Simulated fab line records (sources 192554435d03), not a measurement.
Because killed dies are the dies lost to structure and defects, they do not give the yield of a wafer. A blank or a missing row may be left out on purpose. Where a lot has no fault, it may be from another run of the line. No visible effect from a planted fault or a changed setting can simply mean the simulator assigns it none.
Matching of chambers ; flow n5 finfet ; 4 sister chambers for N5_BEOL_M10_VIA_ETCH_34 on rie diel-01
The step etches SiCOH lowk in C4F6/O2, target depth 184.5 nm, time 69.2 s. 4 wafers are shown with their chamber, then 10 later ones without.

== EACH WAFER AND ITS CHAMBER ==
wafer;chamber;rf vpp V (V)
L086.2;2;686
L090.3;1;665
L093.1;3;659
L093.3;0;631

== WAFERS MISSING THEIR CHAMBER ==
wafer;rf vpp V (V)
L093.4;684
L091.1;660
L091.2;665
L091.4;665
L095.1;686
L095.2;633
L095.3;664
L095.4;660
L095.5;660
L095.6;684

== CHAMBER TAKEN BY EACH ==
wafer;from the rows above;in truth
L093.4;2;2
L091.1;3;3
L091.2;1;1
L091.4;1;1
L095.1;2;2
L095.2;0;0
L095.3;1;1
L095.4;3;3
L095.5;3;3
L095.6;2;2
10 of 10 placed correctly. Can't be placed from these rows: 0. Placed wrongly: 0.
How it was worked out, from the rows above alone: a wafer's distance from a chamber is the root of the sum, over the readings, of the square of ((its reading less the chamber's mean) divided by the reading's scatter). The wafer belongs to the nearest chamber; if the next one is less than 2 further off, it can't be placed. For every chamber, the mean is computed from those of its wafers that are shown. The scatter (one wafer shown for each chamber): square how far every hidden wafer sits from the nearest shown wafer, average those squares and take the square root.
